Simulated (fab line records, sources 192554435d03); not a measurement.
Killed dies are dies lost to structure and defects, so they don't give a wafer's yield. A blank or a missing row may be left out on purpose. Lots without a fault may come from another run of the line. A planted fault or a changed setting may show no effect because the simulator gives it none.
Chamber matching | flow n5_finfet | N5_BEOL_M14_TRENCH_ETCH_34 on rie_diel-04: 4 sister chambers
The step etches SiO2 in C4F8/O2/Ar, target depth 556.65 nm, time 126.9 s. 4 wafers are shown with their chamber, then 8 later ones without.

WAFERS WITH THEIR CHAMBER
wafer  | chamber | rf_vpp_V (V)
L081.4 | 1       | 2216
L086.3 | 0       | 2249
L086.5 | 2       | 2239
L089.2 | 3       | 2320

WAFERS WITHOUT THEIR CHAMBER
wafer  | rf_vpp_V (V)
L089.3 | 2237
L089.5 | 2214
L092.3 | 2239
L092.4 | 2215
L092.5 | 2239
L093.1 | 2236
L093.2 | 2248
L093.6 | 2248

WHICH CHAMBER EACH WENT THROUGH
wafer  | from the rows above | in truth
L089.3 | 2                   | 2
L089.5 | 1                   | 1
L092.3 | 2                   | 2
L092.4 | 1                   | 1
L092.5 | 2                   | 2
L093.1 | 2                   | 2
L093.2 | 0                   | 0
L093.6 | 0                   | 0
Placed correctly: 8 of 8. Can't be placed from these rows: 0. Placed wrongly: 0.
How it was worked out, from the rows above alone: a wafer's distance from a chamber is the root of the sum, over the readings, of the square of ((its reading less the chamber's mean) divided by the reading's scatter). The wafer belongs to the nearest chamber; if the next one is less than 2 further off, it can't be placed. A chamber's mean is the mean of its shown wafers. The scatter: with one shown wafer a chamber, the root of the mean of the squares of how far each hidden wafer lies from its nearest shown one.
